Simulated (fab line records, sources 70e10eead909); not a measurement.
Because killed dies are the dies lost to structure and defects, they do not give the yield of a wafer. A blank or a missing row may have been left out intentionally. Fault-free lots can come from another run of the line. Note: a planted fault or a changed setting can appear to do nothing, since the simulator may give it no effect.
Comparing a struck lot with a sound one | flow nandHarc | 14 steps out of a route of 1159
Sound: the wafers L688.1, L688.3, L688.4. Struck: wafers L690.1, L690.4, L690.5. The cause is given at the end.
Per side, at each step with rows, come the tool, then ch with its chambers, and then its first start. Under that, the readings that differ: sound wafers | struck wafers | difference of the means | sigmas: that difference in standard deviations of wafers without a fault.
alike: readings with means less than 2 such deviations apart, plus words and numbers identical on both sides. not compared: withheld readings, readings lacking a value on some wafer, bounds such as >300 that could conceal the same value, and numbers that have no deviation in the record and whose values overlap.
Wherever a step has rows on one side only, a row that says differs or no value, or a row with sigmas, the two part there. Numbers that have no deviation but don't overlap get no sigmas and don't part them. A reading that every wafer of one side lacks parts them only if that side has two wafers or more.

NHARC_P_STI_ETCH_42: etches the open film in N2/H2, target depth 80 nm, overetch 24 nm, time 61 s.
  sound on rieDiel-05 ch 0,1,3, day 3 19:53; struck on rieDiel-11 ch 0,1, day 4 11:03
  alike: drypumpMotorCurrentA, oesProductAu, rfVppV, showerheadPlenumPTorr, throttleValvePct
  not compared: rfHoursCounterH
NHARC_P_STI_ETCH_31: etches the open film in CF4/CHF3, target depth 108.9 nm, time 54.5 s.
  sound: rieDiel-05 ch 1,2,3; struck: rieDiel-11 ch 1,3
  alike: drypumpMotorCurrentA, oesProductAu, rfVppV, showerheadPlenumPTorr, throttleValvePct
  not compared: rfHoursCounterH
NHARC_P_STI_ETCH_15: etches the open film in HBr/Cl2, target depth 300 nm, time 100.1 s.
  sound on rieSi-02 ch 1,2,3, day 3 20:05; struck on rieSi-03 ch 1,2, day 4 11:16
  alike: drypumpMotorCurrentA, oesProductAu, throttleValvePct
  not compared: rfHoursCounterH
NHARC_P_STI_CD_MEAS_16:
  sound: cdSem-01 at day 3 20:14; struck: cdSem-01 at day 4 11:25
  alike: cdNm
NHARC_P_STI_OCD_MEAS_17:
  sound: ocd-02 at day 3 20:19; struck: ocd-02 at day 4 11:29
  alike: trenchDepthNm, trenchFootCdNm
then, 3 steps without rows for these wafers: NHARC_P_STI_STRIP_19 (strips in SPM, time 900 s); NHARC_P_STI_PRECLEAN_32 (cleans in SC1); NHARC_P_STI_SRD_23.
NHARC_P_STI_OCD_MEAS_43:
  sound: ocd-02 at day 3 20:49; struck: ocd-01 at day 4 12:01
  alike: trenchDepthNm, trenchFootCdNm
then, 3 steps without rows for these wafers: NHARC_P_STI_OXIDE_33 (material SiO2, target thk 10 nm, ox time 281 s); NHARC_P_STI_HDPCVD_20 (deposits SiO2); NHARC_P_STI_ANNEAL_34 (time 1800 s).
NHARC_P_STI_CMP_21: polishes, t overpolish 20 s, target thk 380.67 nm.
  sound on cmp-04 ch 1,2,3, day 4 15:36; struck on cmp-03 ch 1,2,3, day 5 08:46
  no value came back on the struck wafers for edgeZonePressureFrac, motorCurrentA (A), overpolishRunS (s), slurryFlowMlMin; on the sound wafers edgeZonePressureFrac reads 1.000 0.999 1.003
-- jump in the record: it breaks off in module P_STI and resumes in module END (first step shown: number 1159 of the route), and 16 days separate the struck wafers' starts before and after --
NHARC_END_SORT_01:
  the record has rows for the struck wafers here (prober-02 ch 0, day 21 05:01) and none for the sound ones

== WHERE THEY PART ==
Last at NHARC_END_SORT_01 as far as this record goes, first at NHARC_P_STI_CMP_21.

WHY: whatever the simulator had introduced
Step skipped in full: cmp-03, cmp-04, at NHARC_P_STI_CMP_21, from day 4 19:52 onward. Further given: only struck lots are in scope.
